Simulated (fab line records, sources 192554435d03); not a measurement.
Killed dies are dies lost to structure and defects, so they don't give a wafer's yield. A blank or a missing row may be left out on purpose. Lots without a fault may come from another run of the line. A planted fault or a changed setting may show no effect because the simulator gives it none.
Split-lot experiment | flow n5_finfet | 7 lots, 21 wafers read, on a route of 1938 steps

THE SPLIT
At N5_BEOL_M4_COAT_68 (time 60 s, resist thk 12 nm), the setting spin_rpm was moved away from the recipe's 1500 rpm on 8 of the 21 wafers read, by -8.9% to +10.1%. The other wafers ran this setting at the recipe's value.

FROM THE SPLIT TO THE READING: what the file shows between them, 5 steps
- N5_BEOL_M4_DESCUM_33: chemistry O2, time 7 s (also split here: time_s)
- N5_BEOL_M4_ETCH_77: etches underlayer in N2/H2, target depth 6.5 nm, time 5.2 s
- N5_BEOL_M4_ETCH_69: etches SiARC in CF4, target depth 15.6 nm, time 26 s
- N5_BEOL_M4_ALD_98: deposits SiO2, target thk 2.5 nm, pulse time 1 s, co reactant pulse time 1 s
- N5_BEOL_M4_ETCHBACK_99: etches SiO2 in CHF3, target depth 5 nm, time 10.4 s

THE READING
SiARC_of_BEOL_M4_COAT_68.thk_nm (the simulator's own value, which no gauge read), in nm, at N5_BEOL_M4_ETCH_70 (etches SOC in N2/H2, target depth 80 nm, overetch 24 nm, time 130 s). The file gives no usual value for it. The 13 wafers here that ran the recipe average 5.9 nm, standard deviation 0.12 nm.

wafer  | tool, chamber at the split | spin_rpm as run, rpm | against the recipe | SiARC_of_BEOL_M4_COAT_68.thk_nm, nm | against lot-mates on the recipe
L079.1 | litho_track-01, 0          | 1500                 | recipe             | 5.6                                 | -
L079.2 | litho_track-01, 0          | 1500                 | recipe             | 5.8                                 | -
L079.3 | litho_track-01, 0          | 1500                 | recipe             | 5.8                                 | -
L080.3 | litho_track-04, 0          | 1576                 | +5.1%              | 5.8                                 | -0.2
L080.6 | litho_track-04, 0          | 1576                 | +5.1%              | 5.8                                 | -0.2
L080.4 | litho_track-04, 0          | 1500                 | recipe             | 6                                   | -
L081.1 | litho_track-04, 0          | 1439                 | -4.1%              | 6                                   | +0.2
L081.4 | litho_track-04, 0          | 1500                 | recipe             | 5.8                                 | -
L081.6 | litho_track-04, 0          | 1439                 | -4.1%              | 6.2                                 | +0.4
L082.2 | litho_track-03, 0          | 1651                 | +10.1%             | 5.2                                 | -0.6
L082.3 | litho_track-03, 0          | 1500                 | recipe             | 5.8                                 | -
L082.4 | litho_track-03, 0          | 1651                 | +10.1%             | 5.4                                 | -0.4
L088.3 | litho_track-03, 0          | 1367                 | -8.9%              | 6.6                                 | +0.7
L088.4 | litho_track-03, 0          | 1500                 | recipe             | 5.8                                 | -
L088.6 | litho_track-03, 0          | 1500                 | recipe             | 6                                   | -
L097.4 | litho_track-03, 0          | 1557                 | +3.8%              | 5.6                                 | -0.3
L097.5 | litho_track-03, 0          | 1500                 | recipe             | 6                                   | -
L097.6 | litho_track-03, 0          | 1500                 | recipe             | 5.8                                 | -
L096.1 | litho_track-03, 0          | 1500                 | recipe             | 6                                   | -
L096.5 | litho_track-03, 0          | 1500                 | recipe             | 6                                   | -
L096.6 | litho_track-03, 0          | 1500                 | recipe             | 6                                   | -

THE FIT
A straight line over all 21 wafers: SiARC_of_BEOL_M4_COAT_68.thk_nm changes by -0.0582 nm for each +1% of spin_rpm; r = -0.88; the points scatter about the line by 0.14 nm.
The same after taking each lot's own level away (the mean of its wafers on the recipe; 21 wafers): -0.0588 nm for each +1%; r = -0.94; scatter 0.095 nm.
On that fit, the largest move of spin_rpm shifts the reading by 0.59 nm.
The lots' own levels span 5.73 to 6.00 nm, that is 2.1 times the standard deviation above.
So the lot-to-lot level changes the slope little: the two slopes agree.
Check: with one of the wafers moved furthest among these (+10.1%) left out of the fit, the line predicts -0.549 nm for it against its lot-mates. It came out at -0.6 nm against them.

OTHER SPLITS ON THESE WAFERS
These wafers also went through other splits before the reading. Each is held against what the fit with the lots' levels taken away leaves over:
other split on the same wafers | wafers away from the commonest value | r with SiARC_of_BEOL_M4_COAT_68.thk_nm (lot level and that fit taken away)
N5_BEOL_M3_ETCH_64 time_s      | 10                                   | +0.11
N5_BEOL_M3_ETCH_70 source_w    | 6                                    | +0.46
N5_BEOL_M3_VIA_ETCH_34 bias_w  | 4                                    | +0.33
N5_BEOL_M4_DESCUM_33 time_s    | 9                                    | -0.10

THE WHOLE CHAIN: every reading that the file lists as answering this split, in the file's order
step               | what it does                                                        | reading                                                                          | change (the file's fit)                | r (the file's)
N5_BEOL_M4_COAT_68 | time 60 s, resist thk 12 nm                                         | SiARC_of_BEOL_M4_COAT_68.thk_nm (the simulator's own value, which no gauge read) | -0.0606 nm for each +1% of the setting | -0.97
N5_BEOL_M4_ETCH_69 | etches SiARC in CF4, target depth 15.6 nm, time 26 s                | etch.depth_nm (the simulator's own value, which no gauge read)                   | -0.0582 nm for each +1% of the setting | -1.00
N5_BEOL_M4_ETCH_70 | etches SOC in N2/H2, target depth 80 nm, overetch 24 nm, time 130 s | SiARC_of_BEOL_M4_COAT_68.thk_nm (the simulator's own value, which no gauge read) | -0.0618 nm for each +1% of the setting | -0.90

THE FILE'S OWN FIT
SiARC_of_BEOL_M4_COAT_68.thk_nm changes by -0.0618 nm for each +1% of spin_rpm, r = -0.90.
